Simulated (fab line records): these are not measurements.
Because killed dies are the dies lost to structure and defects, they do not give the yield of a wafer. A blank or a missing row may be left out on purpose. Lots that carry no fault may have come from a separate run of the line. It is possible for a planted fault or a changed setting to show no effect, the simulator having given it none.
Chamber matching | flow n5_finfet | 4 sister chambers for N5_DUMMY_GATE_STRIP_40 on rie_diel-03
The step strips in CF4. 4 wafers are shown with their chamber, then 8 later ones without.

## WAFERS PAIRED WITH THEIR CHAMBERS
wafer  | chamber | showerhead_plenum_p_Torr (Torr)
L086.2 | 2       | 1.89
L091.4 | 1       | 1.83
L091.5 | 3       | 1.75
L092.2 | 0       | 1.71

## WAFERS MISSING THEIR CHAMBER
wafer  | showerhead_plenum_p_Torr (Torr)
L092.3 | 1.83
L092.5 | 1.83
L094.2 | 1.70
L094.3 | 1.88
L094.5 | 1.83
L095.3 | 1.75
L095.4 | 1.88
L095.5 | 1.83

## WHICH CHAMBER EACH WENT THROUGH
wafer  | from the rows above | in truth
L092.3 | 1                   | 1
L092.5 | 1                   | 1
L094.2 | 0                   | 0
L094.3 | 2                   | 2
L094.5 | 1                   | 1
L095.3 | 3                   | 3
L095.4 | 2                   | 2
L095.5 | 1                   | 1
Correctly placed: 8 of 8. Not placeable from these rows: 0. 0 placed wrongly.
How it was worked out, from the rows above alone: a wafer's distance from a chamber is the root of the sum, over the readings, of the square of ((its reading less the chamber's mean) divided by the reading's scatter). The wafer belongs to the nearest chamber; if the next one is less than 2 further off, it can't be placed. Each chamber's mean is taken over the wafers shown for it. The scatter: with one shown wafer a chamber, the root of the mean of the squares of how far each hidden wafer lies from its nearest shown one.
